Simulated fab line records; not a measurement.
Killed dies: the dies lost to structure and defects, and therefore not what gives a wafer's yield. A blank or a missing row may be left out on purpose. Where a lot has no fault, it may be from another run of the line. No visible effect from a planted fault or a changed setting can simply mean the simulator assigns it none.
Check for tools in common + flow nandHarc + 36 wafers sampled across 12 lots

REASON IT WAS OPENED
On 2 of the 12 lots, a flag is raised at NHARC_A_SGD_CUT_CD_MEAS_09 on the reading cdNm. No-fault wafers: 100.0 nm, standard deviation 0.58.
Rule: a lot is flagged in two cases, either no wafer of it has a number, or all its wafers with numbers fall more than 4 standard deviations from that mean. As for the other lots, they are considered sound.

| lot  | measured     | on       | cdNm (nm), wafer by wafer | flag    |
|------|--------------|----------|---------------------------|---------|
| L224 | day 19 14:01 | cdSem-03 | 100.7 100.3 100.0         |         |
| L226 | day 20 01:43 | cdSem-03 | 100.3 100.4 100.4         |         |
| L227 | day 20 23:02 | cdSem-02 | 99.6 98.6 98.8            |         |
| L231 | day 22 08:32 | cdSem-01 | 99.3 99.8 99.3            |         |
| L233 | day 22 19:04 | cdSem-03 | 100.6 99.4 100.4          |         |
| L235 | day 24 00:49 | cdSem-02 | 99.4 100.0 100.4          |         |
| L236 | day 24 07:47 | cdSem-03 | 98.9 99.0 100.5           |         |
| L237 | day 24 09:23 | cdSem-02 | 100.2 100.3 100.4         |         |
| L241 | day 26 05:01 | cdSem-03 | 69.1 69.6 69.4            | FLAGGED |
| L240 | day 26 05:37 | cdSem-02 | 100.0 100.2 99.9          |         |
| L246 | day 27 17:07 | cdSem-01 | 100.4 99.8 100.9          |         |
| L244 | day 27 18:05 | cdSem-03 | 75.4 75.1 75.1            | FLAGGED |
The mean of the flagged lots' numbers is 72.3 nm, -27.7 nm from the usual (-48 standard deviations).

TOOL THAT RAN EACH LOT
The record holds 2 process steps before the reading, out of a route of 1302 steps. In each cell: the tool, then ch and the chambers that the sampled wafers went through, then the start.
| lot  | flag    | NHARC_A_STAIRCASE_DEP_471       | NHARC_A_SGD_CUT_EXPOSE_06         |
|------|---------|---------------------------------|-----------------------------------|
| L224 |         | pecvd-04 ch 1,2, day 19 12:38   | arfiScanner-01 ch 0, day 19 13:53 |
| L226 |         | pecvd-02 ch 0,1,2, day 20 00:19 | arfiScanner-01 ch 0, day 20 01:35 |
| L227 |         | pecvd-02 ch 0,2, day 20 21:45   | arfiScanner-01 ch 0, day 20 22:53 |
| L231 |         | pecvd-04 ch 0,2, day 22 07:15   | arfiScanner-01 ch 0, day 22 08:23 |
| L233 |         | pecvd-01 ch 0,2, day 22 17:39   | arfiScanner-01 ch 0, day 22 18:55 |
| L235 |         | pecvd-04 ch 0,1,2, day 23 23:26 | arfiScanner-02 ch 0, day 24 00:40 |
| L236 |         | pecvd-04 ch 0,1,2, day 24 06:28 | arfiScanner-01 ch 0, day 24 07:39 |
| L237 |         | pecvd-01 ch 1,2, day 24 07:48   | arfiScanner-02 ch 0, day 24 09:14 |
| L241 | FLAGGED | pecvd-04 ch 0,1,2, day 26 03:36 | arfiScanner-02 ch 0, day 26 04:52 |
| L240 |         | pecvd-04 ch 0,1,2, day 26 04:16 | arfiScanner-01 ch 0, day 26 05:29 |
| L246 |         | pecvd-01 ch 0,1, day 27 15:50   | arfiScanner-03 ch 0, day 27 16:59 |
| L244 | FLAGGED | pecvd-01 ch 1,2, day 27 16:40   | arfiScanner-02 ch 0, day 27 17:56 |
What these steps do:
- NHARC_A_STAIRCASE_DEP_471: deposits SiO2, target thk 100 nm.
- NHARC_A_SGD_CUT_EXPOSE_06: exposes mask SGD.
- NHARC_A_SGD_CUT_CD_MEAS_09: target cd 100 nm.

FLAGGED AGAINST TOTAL, ONE TOOL AT A TIME (gauges that did the reading follow at the end)
| step                       | tool           | lots run | flagged | share of the flagged lots | sound lots run after its first flagged lot |
|----------------------------|----------------|----------|---------|---------------------------|--------------------------------------------|
| NHARC_A_STAIRCASE_DEP_471  | pecvd-01       | 4        | 1       | some                      | 0                                          |
| NHARC_A_STAIRCASE_DEP_471  | pecvd-02       | 2        | 0       | none                      | -                                          |
| NHARC_A_STAIRCASE_DEP_471  | pecvd-04       | 6        | 1       | some                      | 1 (L240)                                   |
| NHARC_A_SGD_CUT_EXPOSE_06  | arfiScanner-01 | 7        | 0       | none                      | -                                          |
| NHARC_A_SGD_CUT_EXPOSE_06  | arfiScanner-02 | 4        | 2       | all                       | 0                                          |
| NHARC_A_SGD_CUT_EXPOSE_06  | arfiScanner-03 | 1        | 0       | none                      | -                                          |
| NHARC_A_SGD_CUT_CD_MEAS_09 | cdSem-01       | 2        | 0       | none                      | -                                          |
| NHARC_A_SGD_CUT_CD_MEAS_09 | cdSem-02       | 4        | 0       | none                      | -                                          |
| NHARC_A_SGD_CUT_CD_MEAS_09 | cdSem-03       | 6        | 2       | all                       | 0                                          |

WHAT THE TABLE ALLOWS
arfiScanner-02 at NHARC_A_SGD_CUT_EXPOSE_06 and cdSem-03 at NHARC_A_SGD_CUT_CD_MEAS_09 are the 2 rows of the table that ran each flagged lot.
- arfiScanner-02 at NHARC_A_SGD_CUT_EXPOSE_06 ran 4 lots, 2 of them flagged. A fault beginning between L237 (day 24 09:14), its last sound lot, and L241 (day 26 04:52), its first flagged one, fits the data. Its own readings lie more than 4 standard deviations out on every wafer of the flagged lots: exposureDoseMJCm2.
- cdSem-03 at NHARC_A_SGD_CUT_CD_MEAS_09 ran 6 lots, 2 of them flagged. A fault beginning between L236 (day 24 07:47), its last sound lot, and L241 (day 26 05:01), its first flagged one, fits the data.
Counting lots can't tell these 2 tools apart, because each fits a fault that began at some hour. More lots, or a look at what each step does to the wafer, might.

WHAT HAD BEEN PUT IN BY THE SIMULATOR
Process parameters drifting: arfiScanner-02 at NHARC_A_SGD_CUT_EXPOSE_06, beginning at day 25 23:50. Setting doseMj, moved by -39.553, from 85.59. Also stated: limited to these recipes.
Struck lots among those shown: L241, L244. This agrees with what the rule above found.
